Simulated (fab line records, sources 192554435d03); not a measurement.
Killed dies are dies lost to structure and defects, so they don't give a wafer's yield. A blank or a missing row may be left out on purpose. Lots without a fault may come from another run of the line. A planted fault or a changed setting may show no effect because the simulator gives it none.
Which tool did it? | flow n5_finfet | 10 lots, 30 wafers sampled, at 5 steps of a route of 1938

WHAT THE GAUGES READ, wafer by wafer
N5_BEOL_M4_RC_MEAS_101. Usual: DIBL_N 35.1 mV/V, standard deviation 1.6; DIBL_P 34.9 mV/V, standard deviation 1.8; IOFF_N 0.143 nA/um, standard deviation 0.026; IOFF_P 0.21 nA/um, standard deviation 0.037; ION_N 671 uA/um, standard deviation 11; ION_P 463 uA/um, standard deviation 7.8; SS_N 71.2 mV/dec, standard deviation 0.58; SS_P 73.0 mV/dec, standard deviation 0.54; VT_N 251 mV, standard deviation 3; VT_P -250 mV, standard deviation 4.1.
lot  | measured     | on        | DIBL_N (mV/V)  | DIBL_P (mV/V)  | IOFF_N (nA/um)    | IOFF_P (nA/um) | ION_N (uA/um) | ION_P (uA/um) | SS_N (mV/dec)  | SS_P (mV/dec)  | VT_N (mV)   | VT_P (mV)      | flag
L601 | day 8 09:57  | prober-01 | 31.8 34.7 31.2 | 30.7 35.7 30.9 | 0.109 0.146 0.097 | 0.15 0.21 0.15 | 658 667 652   | 457 465 457   | 71.1 72.3 70.0 | 71.7 73.5 71.7 | 253 250 256 | -253 -249 -250 |
L602 | day 8 23:17  | prober-02 | 32.9 34.7 35.1 | 32.2 34.7 35.1 | 0.110 0.137 0.147 | 0.18 0.21 0.22 | 663 678 680   | 462 472 464   | 69.8 70.9 71.3 | 72.5 72.8 72.7 | 255 250 252 | -249 -248 -249 |
L605 | day 9 19:20  | prober-02 | 33.6 31.6 31.3 | 34.0 31.3 31.5 | 0.139 0.109 0.106 | 0.22 0.18 0.18 | 672 659 655   | 467 467 457   | 71.6 70.8 70.6 | 73.1 71.9 71.9 | 250 252 253 | -246 -249 -247 |
L608 | day 10 14:44 | prober-01 | 35.6 33.0 37.3 | 36.1 33.0 38.3 | 0.139 0.098 0.168 | 0.21 0.17 0.24 | 675 654 690   | 467 456 474   | 71.7 70.8 72.6 | 73.2 72.1 74.0 | 250 256 248 | -250 -252 -245 |
L611 | day 11 10:08 | prober-01 | 34.9 35.5 34.3 | 33.6 35.2 33.2 | 0.126 0.131 0.118 | 0.17 0.18 0.16 | 671 661 664   | 460 459 454   | 71.2 70.9 70.7 | 72.4 73.8 72.8 | 255 254 254 | -254 -254 -256 |
L617 | day 12 22:56 | prober-01 | 35.7 35.8 34.8 | 35.6 35.3 34.3 | 0.147 0.151 0.132 | 0.19 0.18 0.18 | 670 672 679   | 459 459 464   | 71.4 71.8 71.2 | 73.1 72.7 72.9 | 250 250 251 | -254 -255 -254 |
L618 | day 13 23:04 | prober-01 | 34.1 34.5 34.7 | 34.2 33.9 36.2 | 0.138 0.140 0.165 | 0.20 0.19 0.24 | 668 670 696   | 462 459 477   | 70.5 71.0 71.9 | 73.2 73.2 73.1 | 251 253 246 | -247 -249 -246 |
L619 | day 14 05:44 | prober-01 | 33.6 36.4 33.3 | 33.2 36.0 32.2 | 0.113 0.156 0.106 | 0.18 0.22 0.16 | 655 676 656   | 462 475 455   | 70.6 71.6 70.8 | 72.5 73.7 71.9 | 253 252 255 | -249 -248 -252 |
L620 | day 14 18:48 | prober-01 | 34.3 37.4 36.3 | 33.8 38.1 36.9 | 0.121 0.175 0.154 | 0.19 0.26 0.23 | 656 675 674   | 450 472 472   | 71.3 71.4 71.2 | 72.6 73.6 72.7 | 253 249 251 | -251 -247 -250 |
L623 | day 15 04:52 | prober-01 | 35.0 34.8 35.2 | 35.3 36.6 35.1 | 0.138 0.135 0.132 | 0.21 0.23 0.21 | 667 661 677   | 463 462 474   | 71.1 71.2 71.0 | 73.1 73.1 73.1 | 249 249 249 | -248 -247 -248 |

WHICH TOOL RAN EACH LOT (tool, then ch and the chambers of the sampled wafers, then the start)
lot  | N5_BEOL_M2_SPUTTER_92        | N5_BEOL_M2_ANNEAL_93         | N5_BEOL_M2_DEP_57               | N5_BEOL_M3_COAT_73
L601 | pvd_sputter-03, day 7 12:31  | pvd_sputter-03, day 7 12:35  | pecvd-03 ch 0,2, day 7 13:59    | litho_track-01 ch 0, day 7 14:25
L602 | pvd_sputter-02, day 7 15:53  | pvd_sputter-02, day 7 15:58  | pecvd-01 ch 1,2, day 7 17:18    | litho_track-02 ch 0, day 7 17:44
L605 | pvd_sputter-02, day 8 17:03  | pvd_sputter-02, day 8 17:08  | pecvd-04 ch 0,2, day 8 21:08    | litho_track-02 ch 0, day 8 21:34
L608 | pvd_sputter-02, day 9 00:51  | pvd_sputter-02, day 9 00:56  | pecvd-04 ch 0,1,2, day 9 03:49  | litho_track-02 ch 0, day 9 04:14
L611 | pvd_sputter-01, day 9 17:49  | pvd_sputter-01, day 9 17:54  | pecvd-03 ch 0,1, day 9 19:54    | litho_track-02 ch 0, day 9 20:53
L617 | pvd_sputter-02, day 11 08:49 | pvd_sputter-02, day 11 08:54 | pecvd-03 ch 1,2, day 11 11:35   | litho_track-01 ch 0, day 11 12:32
L618 | pvd_sputter-03, day 11 16:05 | pvd_sputter-03, day 11 16:10 | pecvd-01 ch 0,1,2, day 11 17:31 | litho_track-05 ch 0, day 11 22:28
L619 | pvd_sputter-01, day 12 11:52 | pvd_sputter-01, day 12 11:56 | pecvd-03 ch 0,1, day 12 13:22   | litho_track-02 ch 0, day 12 16:04
L620 | pvd_sputter-01, day 12 19:47 | pvd_sputter-01, day 12 19:52 | pecvd-01 ch 0,1,2, day 12 21:13 | litho_track-02 ch 0, day 12 22:12
L623 | pvd_sputter-03, day 14 01:29 | pvd_sputter-03, day 14 01:34 | pecvd-01 ch 0,2, day 14 02:55   | litho_track-01 ch 0, day 14 04:47
- N5_BEOL_M2_SPUTTER_92: material Cu, target thk 4.5 nm, time 8.29 s.
- N5_BEOL_M2_ANNEAL_93: time 240 s.
- N5_BEOL_M2_DEP_57: deposits SiCN from 3MS/NH3, target thk 8 nm, time 14 s.
- N5_BEOL_M3_COAT_73: time 60 s, resist thk 5 nm.

WHAT THE TOOLS THEMSELVES READ (means of the sampled wafers that have a number; where no wafer has one, the mark that the record gives instead)
N5_BEOL_M2_SPUTTER_92. Usual: chamber_pressure_pa 0.06999 Pa, standard deviation 0.00015; chuck_sensor_temp_C -16.0 C, standard deviation 0.34; throttle_valve_pct 30.6 %, standard deviation 0.96.
lot  | tool           | chamber_pressure_pa (Pa) | chuck_sensor_temp_C (C) | throttle_valve_pct (%) | flag
L601 | pvd_sputter-03 | 0.06998                  | -15.9                   | 29.8                   |
L602 | pvd_sputter-02 | 0.07000                  | -16.2                   | 31.7                   |
L605 | pvd_sputter-02 | 0.07006                  | -16.4                   | 32.1                   |
L608 | pvd_sputter-02 | 0.06978                  | -16.0                   | 30.7                   |
L611 | pvd_sputter-01 | 0.07002                  | -16.0                   | 30.4                   |
L617 | pvd_sputter-02 | 0.07007                  | -16.1                   | 30.7                   |
L618 | pvd_sputter-03 | 0.06991                  | -16.1                   | 30.4                   |
L619 | pvd_sputter-01 | 0.06996                  | -15.7                   | 30.9                   |
L620 | pvd_sputter-01 | 0.06996                  | -15.8                   | 31.0                   |
L623 | pvd_sputter-03 | 0.07000                  | -15.6                   | 29.4                   |

N5_BEOL_M2_ANNEAL_93. Usual: heater_power_w 824 W, standard deviation 120.
lot  | tool           | heater_power_w (W) | flag
L601 | pvd_sputter-03 | 803                |
L602 | pvd_sputter-02 | 890                |
L605 | pvd_sputter-02 | 811                |
L608 | pvd_sputter-02 | 891                |
L611 | pvd_sputter-01 | 762                |
L617 | pvd_sputter-02 | 921                |
L618 | pvd_sputter-03 | 797                |
L619 | pvd_sputter-01 | 770                |
L620 | pvd_sputter-01 | 764                |
L623 | pvd_sputter-03 | 768                |

N5_BEOL_M2_DEP_57. Usual: showerhead_plenum_p_Torr 3.668 Torr, standard deviation 0.01; throttle_valve_pct 8.9 %, standard deviation 0.5.
lot  | tool     | showerhead_plenum_p_Torr (Torr) | throttle_valve_pct (%) | flag
L601 | pecvd-03 | 3.671                           | 9.5                    |
L602 | pecvd-01 | 3.670                           | 8.5                    |
L605 | pecvd-04 | 3.652                           | 9.0                    |
L608 | pecvd-04 | 3.663                           | 9.1                    |
L611 | pecvd-03 | 3.672                           | 9.5                    |
L617 | pecvd-03 | 3.667                           | 8.8                    |
L618 | pecvd-01 | 3.668                           | 8.7                    |
L619 | pecvd-03 | 3.679                           | 9.5                    |
L620 | pecvd-01 | 3.664                           | 8.7                    |
L623 | pecvd-01 | 3.662                           | 8.5                    |

N5_BEOL_M3_COAT_73. Usual: heater_power_total_W 391.8 W, standard deviation 1.2; plate_temp_C 205.00 C, standard deviation 0.18.
lot  | tool           | heater_power_total_W (W) | plate_temp_C (C) | flag
L601 | litho_track-01 | 392.1                    | 204.82           |
L602 | litho_track-02 | 390.8                    | 205.05           |
L605 | litho_track-02 | 391.8                    | 204.92           |
L608 | litho_track-02 | 403.7                    | 209.20           | OFF
L611 | litho_track-02 | 401.4                    | 209.22           | OFF
L617 | litho_track-01 | 391.8                    | 204.93           |
L618 | litho_track-05 | 391.8                    | 205.05           |
L619 | litho_track-02 | 392.7                    | 205.06           |
L620 | litho_track-02 | 390.6                    | 205.34           |
L623 | litho_track-01 | 390.4                    | 205.21           |

THE ANSWER, worked out from the rows above alone
Rule: a lot is off if the mean of its wafers that have a number lies more than 3 standard deviations from the usual mean. A lot without any number at a reading at which 4 lots or more have one is off too. The other lots that the step has rows for count as sound. The gauges are gone through in route order, then the tools' own readings, and for those a lot's mean is taken as printed above. The first step at which some lot is off is used, and at that step the reading that is off furthest; a lot without a number counts as furthest.
Off: L608, L611, at N5_BEOL_M3_COAT_73 (plate_temp_C).
A tool fits if, at that step or a process step before it, it ran every lot that is off, and no sound lot after the first of them. None of those tried fits.

WHAT THE SIMULATOR HAD PUT IN
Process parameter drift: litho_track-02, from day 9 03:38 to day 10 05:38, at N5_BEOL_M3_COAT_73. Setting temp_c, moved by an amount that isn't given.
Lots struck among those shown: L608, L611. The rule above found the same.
